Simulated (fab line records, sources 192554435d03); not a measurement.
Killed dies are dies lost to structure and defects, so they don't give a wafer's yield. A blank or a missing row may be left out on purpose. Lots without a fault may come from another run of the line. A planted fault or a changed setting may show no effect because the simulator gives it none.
A struck lot beside a sound one | flow n5_finfet | 17 steps out of a route of 1938
Sound: wafers L618.2, L618.5, L618.6. Struck: wafers L620.2, L620.5, L620.6. The cause comes at the end.
At each step with rows: each side's tool, then ch and its chambers, then its first start. Under that, the readings that differ: sound wafers | struck wafers | difference of the means | sigmas: that difference in standard deviations of wafers without a fault.
alike: readings whose means differ by less than 2 such deviations, and words and numbers that are the same on both sides. not compared: withheld readings, readings that some wafer has no value for, bounds like >300 that may hide the same value, and numbers for which the record gives no deviation and whose values overlap.
The two part at a step that has a row with sigmas, a row that says differs or no value, or rows on one side only. Numbers that don't overlap but have no deviation are shown without sigmas and don't part them. A reading that every wafer of one side lacks parts them only if that side has two wafers or more.

first, 8 steps without rows for these wafers: N5_BEOL_M10_PRE_CLEAN_55 (time 15 s); N5_BEOL_M10_DEP_56 (deposits SiCN from 3MS/NH3, target thk 15 nm, time 26.5 s); N5_BEOL_M11_ILD_DEP_00 (deposits SiCOH lowk from DEMS/porogen, target thk 308.51 nm, time 58 s); N5_BEOL_M11_CURE_71 (cures SiCOH lowk, time 240 s); N5_BEOL_M11_PECVD_70 (deposits SiO2 from TEOS/O2, target thk 20 nm, time 22.7 s); N5_BEOL_M11_HM_DEP_02 (deposits TiN, target thk 20 nm); N5_BEOL_M11_COAT_59 (time 60 s, resist thk 100 nm); N5_BEOL_M11_COAT_60 (time 60 s, resist thk 30 nm).
N5_BEOL_M11_COAT_05: resist thk 90 nm.
  sound on litho_track-01 ch 0, day 12 19:50; struck on litho_track-01 ch 0, day 13 17:42
  reading                                       | sound                | struck               | difference | sigmas
  spin_speed_rpm (rpm)                          | 1497.5 1500.9 1502.2 | 1341.0 1344.1 1345.8 | -156.6     | -99 or more
  model.CAR-ArF_of_BEOL_M11_COAT_05.thk_nm (nm) | 90.6 90.2 90         | 95 94.8 95.2         | +5         |
  alike: chill_plate_temp_C, resist_line_temp_C
then, 6 steps without rows for these wafers: N5_BEOL_M11_EBR_07; N5_BEOL_M11_SOFTBAKE_06 (time 60 s); N5_BEOL_M11_EXPOSE_08 (exposes mask M11); N5_BEOL_M11_PEB_09 (peb time 60 s); N5_BEOL_M11_DEVELOP_10 (develop time 30 s); N5_BEOL_M11_DESCUM_16 (chemistry O2, time 7.9 s).
N5_BEOL_M11_ETCH_61: etches SiARC in CF4, target depth 39 nm, time 65 s.
  sound on rie_diel-03 ch 0,2,3, day 12 20:20; struck on rie_diel-05 ch 0,3, day 13 18:11
  reading                                       | sound        | struck         | difference | sigmas
  model.CAR-ArF_of_BEOL_M11_COAT_05.thk_nm (nm) | 56 55.4 55.4 | 60.6 60.4 60.8 | +5.0       |
  alike: bias_w, chamber_pressure_mTorr, drypump_motor_current_A, etch_rf_on_time_s, oes_product_au, rf_vpp_V, showerhead_plenum_p_Torr, throttle_valve_pct
  not compared: rf_hours_counter_h
then, 1 step without rows for these wafers: N5_BEOL_M11_ETCH_62 (etches SOC in N2/H2, target depth 110 nm, overetch 22 nm, time 165 s).

WHERE THEY PART
Only at N5_BEOL_M11_COAT_05, within this record. Later steps at which nothing parts them and some readings are alike: N5_BEOL_M11_ETCH_61.

WHY: what the simulator had put in
Process parameter drift: litho_track-01, from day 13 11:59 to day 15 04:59, at N5_BEOL_M11_COAT_05. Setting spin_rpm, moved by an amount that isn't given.
